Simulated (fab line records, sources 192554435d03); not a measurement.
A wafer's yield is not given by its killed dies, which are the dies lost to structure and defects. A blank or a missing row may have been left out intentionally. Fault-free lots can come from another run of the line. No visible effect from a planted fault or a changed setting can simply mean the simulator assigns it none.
Split-lot trial	flow n5_finfet	on a route of 1938 steps: 7 lots, 21 wafers read

ABOUT THE SPLIT
At N5_PMOS_HMC_CHANNEL_EPI_EXPOSE_06 (exposes mask PMOS HMC BLK, target cd 240 nm), the setting dose_mj was moved away from the recipe's 41 on 11 of the 21 wafers read, by -6.1% to +6.3%. All remaining wafers had this setting at the recipe value.

FROM THE SPLIT TO THE READING: what the file shows between them, 2 steps
- N5_PMOS_HMC_CHANNEL_EPI_PEB_07: peb time 60 s
- N5_PMOS_HMC_CHANNEL_EPI_DEVELOP_08: develop time 30 s

THE READING
cd_nm (nm) at N5_PMOS_HMC_CHANNEL_EPI_CD_MEAS_09, where the cd target is 237.4 nm. Fault-free wafers of this fab line usually give 237.6 nm, standard deviation 0.93 nm.

wafer	tool, chamber at the split	dose_mj as run	against the recipe	cd_nm, nm	against lot-mates on the recipe
L076.3	arfi_scanner-01, 0	41	recipe	239.2	-
L076.4	arfi_scanner-01, 0	40.1	-2.2%	237.2	-2.0
L076.6	arfi_scanner-01, 0	40.1	-2.2%	237.0	-2.2
L078.1	arfi_scanner-03, 0	41	recipe	237.7	-
L078.2	arfi_scanner-03, 0	42.08	+2.6%	239.5	+1.8
L078.5	arfi_scanner-03, 0	42.08	+2.6%	238.1	+0.4
L079.1	arfi_scanner-01, 0	43.6	+6.3%	241.9	+4.7
L079.2	arfi_scanner-01, 0	43.6	+6.3%	241.5	+4.3
L079.5	arfi_scanner-01, 0	41	recipe	237.2	-
L081.1	arfi_scanner-03, 0	41.86	+2.1%	238.8	+1.0
L081.2	arfi_scanner-03, 0	41	recipe	237.9	-
L081.4	arfi_scanner-03, 0	41	recipe	237.7	-
L082.2	arfi_scanner-02, 0	41	recipe	238.3	-
L082.3	arfi_scanner-02, 0	38.51	-6.1%	233.2	-4.9
L082.5	arfi_scanner-02, 0	41	recipe	237.9	-
L084.2	arfi_scanner-03, 0	41	recipe	238.2	-
L084.3	arfi_scanner-03, 0	41	recipe	238.6	-
L084.5	arfi_scanner-03, 0	41	recipe	237.8	-
L095.2	arfi_scanner-01, 0	38.57	-5.9%	232.1	no lot-mate on the recipe
L095.3	arfi_scanner-01, 0	38.57	-5.9%	232.5	no lot-mate on the recipe
L095.5	arfi_scanner-01, 0	38.57	-5.9%	231.6	no lot-mate on the recipe

FIT RESULTS
A straight line over all 21 wafers: cd_nm changes by +0.751 nm for each +1% of dose_mj; r = +0.95; the points scatter about the line by 0.88 nm.
The same after taking each lot's own level away (the mean of its wafers on the recipe; 18 wafers): +0.73 nm for each +1%; r = +0.98; scatter 0.44 nm.
According to that fit, moving dose_mj by its largest amount changes the reading by 4.6 nm.
Across the lots, their own levels run from 237.20 to 239.20 nm, a range of 2.2 times the standard deviation given above.
The two slopes agree, so the slope changes little with the lot-to-lot level.
Check: with one of the wafers moved furthest among these (+6.3%) left out of the fit, the line predicts +4.29 nm for it against its lot-mates. It came out at +4.7 nm against them.

OTHER SPLITS ON THESE WAFERS
Before the reading, these wafers also passed through other splits. Each is held against what the fit with the lots' levels taken away leaves over:
other split on the same wafers	wafers away from the commonest value	r with cd_nm (lot level and that fit taken away)
N5_ZERO_LAYER_EXPOSE_08 dose_mj	8	+0.02
N5_WELL_APT_COAT_02 spin_rpm	8	+0.13

THE WHOLE CHAIN: every reading that the file lists as answering this split, in the file's order
step	what it does	reading	change (the file's fit)	r (the file's)
N5_PMOS_HMC_CHANNEL_EPI_CD_MEAS_09	target cd 237.4 nm	cd_nm	+0.727 nm for each +1% of the setting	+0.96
N5_PMOS_HMC_CHANNEL_EPI_DESCUM_14	chemistry O2, time 7.9 s	PMOS_HMC_CHANNEL_EPI.cd_nm (the simulator's own value, which no gauge read)	+0.759 nm for each +1% of the setting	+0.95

THE FILE'S OWN FIT
cd_nm changes by +0.727 nm for each +1% of dose_mj, r = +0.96.
